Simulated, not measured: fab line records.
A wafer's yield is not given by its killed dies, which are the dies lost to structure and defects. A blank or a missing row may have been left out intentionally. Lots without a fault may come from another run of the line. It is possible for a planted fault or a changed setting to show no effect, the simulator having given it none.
Problem report, 8D (eight disciplines) form, completed by code / flow n5Finfet / the parts of the form that need people (team, actions taken, sign-off) are left out

1. WHAT WENT WRONG
A mean of 21.0 s is read at N5_BEOL_M6_CMP_52 for barrierFieldEndpointS, taken on 1 wafer of 1 lot, against 28.6 s (standard deviation 0.73) on wafers free of any fault. Relative to the usual mean, that is a shift of -10 standard deviations.
The step: polishes, stops on SiCOH lowk, t overpolish 6.9 s, target thk 80 nm.
Seen first at day 12 05:40 on cmp-01, wafer L484.6. The record has a number at this step for 32 wafers belonging to 11 lots. Rule for "out" (also "out of limits"): further than 4 standard deviations from the usual mean. All remaining wafers that have a number are taken as sound.

2. WHAT IT IS, AND WHAT IT ISN'T
question=which readings at this step | is=barrierFieldEndpointS | is not=motorCurrentA, platenRpm
question=which lots | is=L484 | is not=L471, L473, L474, L477, L479, L480, L481, L482, L485, L492
question=which wafers of those lots | is=L484.6 | is not=L484.1, L484.4
question=read on which tools | is=cmp-01 | is not=cmp-02, cmp-03
question=when | is=from day 12 05:40 | is not=up to then (26 sound wafers); but 5 sound wafers of L485, L492 came after

3. THE SUSPECTS, EACH WITH WHAT RULES IT OUT
Counting: if a tool at a process step up to the reading ran every lot that is out, it stays a suspect. Sound lots after the first of them don't rule it out here, since some wafers of a struck lot are sound.
- pecvd-02 at N5_BEOL_M6_PECVD_70 (deposits SiO2 from TEOS/O2, target thk 20 nm, time 22.7 s): kept. L484, the lot that is out, went through it at day 11 20:25; up to then, the latest sound lot through it was L482 at day 11 02:44.
- aldMetal-04 at N5_BEOL_M6_ALD_77 (deposits TaN, target thk 2 nm, pulse time 2 s, purge time 3 s): kept. L484, the lot that is out, went through it at day 12 04:06; up to then, the latest sound lot through it was L480 at day 11 00:47.
- cmp-01 at N5_BEOL_M6_CMP_52 (polishes, stops on SiCOH lowk, t overpolish 6.9 s, target thk 80 nm): kept. L484, the lot that is out, went through it at day 12 05:40; up to then, the latest sound lot through it was L481 at day 11 09:11. Its own readings are out on those wafers: barrierFieldEndpointS.
- Within cmp-01 at N5_BEOL_M6_CMP_52: the wafers that are out ran in chamber 3; their sound lot-mates ran in chambers 1, 2.
After the count, these remain: pecvd-02 at N5_BEOL_M6_PECVD_70, aldMetal-04 at N5_BEOL_M6_ALD_77 and cmp-01 at N5_BEOL_M6_CMP_52.

4. THE CAUSE (what the simulator had put in)
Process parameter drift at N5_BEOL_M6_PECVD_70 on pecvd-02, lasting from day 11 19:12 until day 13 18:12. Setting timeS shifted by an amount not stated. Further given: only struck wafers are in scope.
Counting left 3 suspects, and this tool is among them.

5. THE EFFECT CHAIN, in route order
Each row: a reading whose mean over the struck wafers that have a number lies more than 3 standard deviations from the usual. Scope: only readings with a usual standard deviation given in the record; hours: median across lots of the time from each lot's start at the first step in this table that gives one to its start at this step; sigmas: change in usual standard deviations.
hours=0; step=N5_BEOL_M6_CMP_52; reading=barrierFieldEndpointS; usual=28.6 s; on struck wafers=21.0; change=-7.6; sigmas=-10
The process steps in it:
- N5_BEOL_M6_CMP_52: polishes, stops on SiCOH lowk, t overpolish 6.9 s, target thk 80 nm.

6. HOW IT WOULD HAVE BEEN CAUGHT EARLIER
First out-of-limits reading in this record: day 12 05:40, which is 10 hours after fault onset at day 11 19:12.
No tool reading at N5_BEOL_M6_PECVD_70 that has a usual standard deviation in the record was out on any struck wafer, so an alarm limit of 4 standard deviations on those readings would not have fired.
Each of the lots that are out, 1 in all, had begun N5_BEOL_M6_PECVD_70 on pecvd-02 no later than day 12 05:40. A hold on the tool at that time would have spared none of them.
